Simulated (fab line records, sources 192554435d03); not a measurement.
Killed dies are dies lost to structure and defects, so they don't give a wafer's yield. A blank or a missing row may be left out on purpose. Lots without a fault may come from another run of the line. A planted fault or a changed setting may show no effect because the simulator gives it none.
Chamber matching | flow n5_finfet | N5_BEOL_M14_ETCH_67 on rie_diel-05: 3 sister chambers
The step etches SiARC in CF4, target depth 143 nm, time 238.3 s. 6 wafers are shown with their chamber, then 3 later ones without.

WAFERS WITH THEIR CHAMBER
wafer  | chamber | showerhead_plenum_p_Torr (Torr) | throttle_valve_pct (%)
L080.3 | 2       | 2.16                            | 15.28
L080.4 | 2       | 2.16                            | 15.30
L080.5 | 0       | 2.08                            | 15.17
L080.6 | 3       | 2.03                            | 15.72
L085.1 | 3       | 2.02                            | 15.75
L085.3 | 0       | 2.08                            | 15.20

WAFERS WITHOUT THEIR CHAMBER
wafer  | showerhead_plenum_p_Torr (Torr) | throttle_valve_pct (%)
L095.3 | 2.07                            | 15.27
L095.4 | 2.15                            | 15.34
L096.5 | 2.07                            | 15.25

WHICH CHAMBER EACH WENT THROUGH
wafer  | from the rows above | in truth
L095.3 | 0                   | 0
L095.4 | 2                   | 2
L096.5 | 0                   | 0
Placed correctly: 3 of 3. Can't be placed from these rows: 0. Placed wrongly: 0.
How it was worked out, from the rows above alone: a wafer's distance from a chamber is the root of the sum, over the readings, of the square of ((its reading less the chamber's mean) divided by the reading's scatter). The wafer belongs to the nearest chamber; if the next one is less than 2 further off, it can't be placed. A chamber's mean is the mean of its shown wafers. The scatter: the root of (the sum of the squares of (reading less its chamber's mean) over the shown wafers, divided by (wafers less chambers)).
